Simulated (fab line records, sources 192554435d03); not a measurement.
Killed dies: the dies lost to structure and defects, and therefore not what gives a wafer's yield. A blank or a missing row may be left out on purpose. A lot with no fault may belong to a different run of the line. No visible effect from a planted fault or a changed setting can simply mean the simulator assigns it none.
Matching of chambers | flow n5_finfet | N5_BEOL_M5_CURE_80 on uv_cure-01 has 3 sister chambers
The step cures SiCOH lowk, time 120 s. 6 wafers are shown with their chamber, then 11 later ones without.

== WAFERS PAIRED WITH THEIR CHAMBERS ==
wafer  | chamber | wafer_temp_C_max | lamp_power_pct (%)
L077.5 | 2       | 371.9            | 52.39
L081.5 | 0       | 371.7            | 52.32
L081.6 | 0       | 371.3            | 52.33
L085.5 | 1       | 372.5            | 52.27
L085.6 | 1       | 372.3            | 52.28
L087.2 | 2       | 371.0            | 52.23

== WAFERS WITH NO CHAMBER GIVEN ==
wafer  | wafer_temp_C_max | lamp_power_pct (%)
L087.3 | 371.6            | 52.28
L087.6 | 371.6            | 52.26
L090.3 | 372.5            | 52.28
L090.4 | 371.9            | 52.32
L090.6 | 372.3            | 52.37
L094.2 | 371.8            | 52.32
L094.3 | 371.6            | 52.33
L094.6 | 371.7            | 52.36
L096.1 | 371.7            | 52.26
L096.2 | 372.2            | 52.38
L096.5 | 371.7            | 52.28

== EACH ONE'S CHAMBER ==
wafer  | from the rows above          | in truth
L087.3 | can't be placed: 2 or 0 or 1 | 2
L087.6 | can't be placed: 2 or 0 or 1 | 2
L090.3 | 1                            | 1
L090.4 | can't be placed: 0 or 2 or 1 | 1
L090.6 | can't be placed: 1 or 0 or 2 | 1
L094.2 | can't be placed: 0 or 2 or 1 | 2
L094.3 | can't be placed: 0 or 2 or 1 | 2
L094.6 | can't be placed: 0 or 2 or 1 | 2
L096.1 | can't be placed: 2 or 0 or 1 | 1
L096.2 | can't be placed: 1 or 0 or 2 | 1
L096.5 | can't be placed: 2 or 0 or 1 | 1
1 of 11 placed correctly. Cannot be placed on the basis of these rows: 10; the candidates contain the true chamber in 10. Wrongly placed: 0.
How it was worked out, from the rows above alone: a wafer's distance from a chamber is the root of the sum, over the readings, of the square of ((its reading less the chamber's mean) divided by the reading's scatter). The wafer belongs to the nearest chamber; if the next one is less than 2 further off, it can't be placed. Each chamber's mean is taken over the wafers shown for it. The scatter: take each reading less its chamber's mean, square it, sum over the shown wafers, divide by the number of wafers less the number of chambers, and take the root.
